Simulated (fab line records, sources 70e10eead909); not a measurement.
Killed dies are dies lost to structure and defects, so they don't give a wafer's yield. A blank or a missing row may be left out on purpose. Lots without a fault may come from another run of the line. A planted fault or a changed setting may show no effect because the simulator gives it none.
Chamber matching | flow nand_harc | NHARC_A_SLIT_DEP_25 on pecvd-02: 3 sister chambers
The step deposits SiO2, target thk 200 nm. 6 wafers are shown with their chamber, then 9 later ones without.

WAFERS WITH THEIR CHAMBER
wafer  | chamber | heater_power_w (W) | throttle_valve_pct (%)
L090.2 | 2       | 390                | 15.7
L090.4 | 1       | 686                | 16.3
L090.5 | 0       | 577                | 16.1
L093.1 | 2       | 385                | 15.9
L093.3 | 1       | 653                | 16.7
L093.4 | 0       | 673                | 16.0

WAFERS WITHOUT THEIR CHAMBER
wafer  | heater_power_w (W) | throttle_valve_pct (%)
L095.2 | 647                | 16.3
L095.4 | 649                | 15.9
L095.6 | 434                | 15.9
L096.1 | 703                | 16.5
L096.2 | 379                | 15.8
L096.3 | 561                | 15.9
L097.2 | 535                | 16.2
L097.4 | 546                | 15.9
L097.6 | 690                | 16.5

WHICH CHAMBER EACH WENT THROUGH
wafer  | from the rows above          | in truth
L095.2 | can't be placed: 1 or 0      | 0
L095.4 | 0                            | 0
L095.6 | 2                            | 2
L096.1 | 1                            | 1
L096.2 | 2                            | 2
L096.3 | 0                            | 0
L097.2 | can't be placed: 0 or 1 or 2 | 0
L097.4 | can't be placed: 0 or 2      | 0
L097.6 | 1                            | 1
Placed correctly: 6 of 9. Can't be placed from these rows: 3 (the true chamber is among the candidates in 3). Placed wrongly: 0.
How it was worked out, from the rows above alone: a wafer's distance from a chamber is the root of the sum, over the readings, of the square of ((its reading less the chamber's mean) divided by the reading's scatter). The wafer belongs to the nearest chamber; if the next one is less than 2 further off, it can't be placed. A chamber's mean is the mean of its shown wafers. The scatter: the root of (the sum of the squares of (reading less its chamber's mean) over the shown wafers, divided by (wafers less chambers)).
